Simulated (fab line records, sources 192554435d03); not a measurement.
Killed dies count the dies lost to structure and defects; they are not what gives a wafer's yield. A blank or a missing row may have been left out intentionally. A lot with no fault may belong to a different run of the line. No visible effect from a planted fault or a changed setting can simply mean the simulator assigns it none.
Split-lot trial	flow n5_finfet	route with 1938 steps; 7 lots, 21 wafers read

THE SPLIT
At N5_PASSIVATION_PECVD_55 (deposits SiO2 from SiH4/N2O, target thk 400 nm, time 22.5 s), the setting time_s was moved away from the recipe's 22.5 s on 7 of the 21 wafers read, by -11.2% to +9.5%. The other wafers ran this setting at the recipe's value.

The reading comes from the split's own step.

THE READING
SiO2_of_PASSIVATION_PECVD_55.thk_nm (the simulator's own value, which no gauge read), in nm, at N5_PASSIVATION_PECVD_55 (deposits SiO2 from SiH4/N2O, target thk 400 nm, time 22.5 s). The file does not state a usual value for it. Across the 14 wafers here that went through the recipe, the average is 401.7 nm and the standard deviation 4.8 nm.

wafer	tool, chamber at the split	time_s as run, s	against the recipe	SiO2_of_PASSIVATION_PECVD_55.thk_nm, nm	against lot-mates on the recipe
L079.1	pecvd-02, 0	22.5	recipe	403.6	-
L079.4	pecvd-02, 1	22.5	recipe	405.2	-
L079.6	pecvd-02, 0	22.5	recipe	406.6	-
L080.2	pecvd-02, 2	22.5	recipe	399.6	-
L080.3	pecvd-02, 0	22.5	recipe	398.8	-
L080.6	pecvd-02, 1	22.5	recipe	409.8	-
L083.2	pecvd-03, 1	22.5	recipe	393	-
L083.3	pecvd-03, 2	24.39	+8.4%	432.2	+32.2
L083.4	pecvd-03, 2	22.5	recipe	407	-
L086.4	pecvd-02, 0	19.99	-11.2%	353.2	-43.2
L086.5	pecvd-02, 0	19.99	-11.2%	353.2	-43.2
L086.6	pecvd-02, 1	22.5	recipe	396.4	-
L088.1	pecvd-03, 1	22.5	recipe	403.6	-
L088.4	pecvd-03, 0	22.5	recipe	402.6	-
L088.6	pecvd-03, 2	24.47	+8.8%	441.4	+38.3
L089.4	pecvd-03, 2	24.64	+9.5%	435.2	+33.4
L089.5	pecvd-03, 1	24.64	+9.5%	441.6	+39.8
L089.6	pecvd-03, 0	22.5	recipe	401.8	-
L094.2	pecvd-03, 1	21.44	-4.7%	372.6	-25.0
L094.3	pecvd-03, 0	22.5	recipe	393.8	-
L094.6	pecvd-03, 1	22.5	recipe	401.4	-

FIT RESULTS
A straight line over all 21 wafers: SiO2_of_PASSIVATION_PECVD_55.thk_nm changes by +4.22 nm for each +1% of time_s; r = +0.98; the points scatter about the line by 4.9 nm.
The same after taking each lot's own level away (the mean of its wafers on the recipe; 21 wafers): +3.98 nm for each +1%; r = +0.99; scatter 3.9 nm.
Per that fit: largest time_s move, reading shift of 44 nm.
The span of the lots' own levels, 396.40 to 405.13 nm, comes to 1.8 times the standard deviation stated above.
Hence the lot-to-lot level has little effect on the slope; both slopes agree.
Check: for one of the wafers moved furthest among these (-11.2%), held out of the fit, the line's prediction against its lot-mates is -45.1 nm. It came out at -43.2 nm against them.

THESE WAFERS: OTHER SPLITS
Note: prior to the reading, these wafers also went through further splits. Each is held against what the fit with the lots' levels taken away leaves over:
other split on the same wafers	wafers away from the commonest value	r with SiO2_of_PASSIVATION_PECVD_55.thk_nm (lot level and that fit taken away)
N5_BEOL_M14_TRENCH_ETCH_34 bias_w	6	-0.31
N5_BEOL_M15_ETCH_61 time_s	7	-0.42
N5_BEOL_M15_TRENCH_ETCH_34 time_s	6	-0.05

THE WHOLE CHAIN: every reading that the file lists as answering this split, in the file's order
step	what it does	reading	change (the file's fit)	r (the file's)
N5_PASSIVATION_PECVD_55	deposits SiO2 from SiH4/N2O, target thk 400 nm, time 22.5 s	SiO2_of_PASSIVATION_PECVD_55.thk_nm (the simulator's own value, which no gauge read)	+4.04 nm for each +1% of the setting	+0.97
N5_PASSIVATION_VIA_ETCH_13	etches SiO2 in CHF3/O2, target depth 660 nm, time 330 s	etch_rf_on_time_s	withheld for each +1% of the setting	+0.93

THE FILE'S OWN FIT
SiO2_of_PASSIVATION_PECVD_55.thk_nm changes by +4.04 nm for each +1% of time_s, r = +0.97.
